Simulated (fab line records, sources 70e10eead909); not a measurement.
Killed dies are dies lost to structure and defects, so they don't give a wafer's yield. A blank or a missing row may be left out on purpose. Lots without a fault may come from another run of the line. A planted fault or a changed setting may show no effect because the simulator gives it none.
Chamber matching | flow nand_harc | NHARC_P_M2_DEP_33 on pecvd-04: 3 sister chambers
The step deposits SiCN, target thk 30 nm. 20 wafers are shown with their chamber, then 10 later ones without.

WAFERS WITH THEIR CHAMBER
wafer  | chamber | heater_power_w (W) | rf_fwd_power_W (W)
L074.2 | 2       | 560                | 446.7
L074.5 | 2       | 577                | 449.8
L074.6 | 0       | 664                | 450.3
L076.2 | 1       | 755                | 450.0
L076.4 | 2       | 545                | 449.6
L076.5 | 0       | 693                | 447.2
L077.2 | 2       | 544                | 450.0
L077.3 | 2       | 546                | 448.8
L077.6 | 1       | 661                | 449.9
L079.2 | 2       | 543                | 448.1
L079.4 | 1       | 737                | 448.5
L079.6 | 2       | 540                | 447.8
L084.3 | 1       | 717                | 450.4
L084.4 | 2       | 533                | 449.0
L084.5 | 2       | 540                | 447.8
L086.2 | 2       | 572                | 448.4
L086.3 | 1       | 623                | 450.0
L086.5 | 1       | 615                | 448.0
L092.2 | 2       | 527                | 449.0
L092.5 | 1       | 701                | 448.6

SIGNATURES (means of the wafers above)
reading        | chamber 0 | chamber 1 | chamber 2 | scatter within a chamber
heater_power_w | 678.50    | 687.00    | 547.91    | 35.2
rf_fwd_power_W | 448.750   | 449.343   | 448.636   | 1.09
Rule: a wafer's distance from a chamber is the root of the sum, over the readings, of the square of ((its reading less the chamber's mean) divided by the reading's scatter). The wafer belongs to the nearest chamber; if the next one is less than 2 further off, it can't be placed. The scatter: the root of (the sum of the squares of (reading less its chamber's mean) over the shown wafers, divided by (wafers less chambers)).

WAFERS WITHOUT THEIR CHAMBER
wafer  | heater_power_w (W) | rf_fwd_power_W (W)
L092.6 | 619                | 450.3
L093.1 | 623                | 449.6
L093.2 | 551                | 449.5
L093.4 | 615                | 452.1
L094.2 | 539                | 448.0
L094.4 | 666                | 446.7
L094.5 | 549                | 449.1
L095.2 | 574                | 448.4
L095.3 | 575                | 448.7
L095.6 | 573                | 450.3

WHICH CHAMBER EACH WENT THROUGH
wafer  | from the rows above          | in truth
L092.6 | can't be placed: 1 or 0 or 2 | 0
L093.1 | can't be placed: 0 or 1 or 2 | 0
L093.2 | 2                            | 2
L093.4 | can't be placed: 1 or 0 or 2 | 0
L094.2 | 2                            | 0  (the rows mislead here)
L094.4 | can't be placed: 0 or 1 or 2 | 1
L094.5 | 2                            | 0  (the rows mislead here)
L095.2 | 2                            | 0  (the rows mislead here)
L095.3 | 2                            | 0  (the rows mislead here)
L095.6 | can't be placed: 2 or 0 or 1 | 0
Placed correctly: 1 of 10. Can't be placed from these rows: 5 (the true chamber is among the candidates in 5). Placed wrongly: 4.
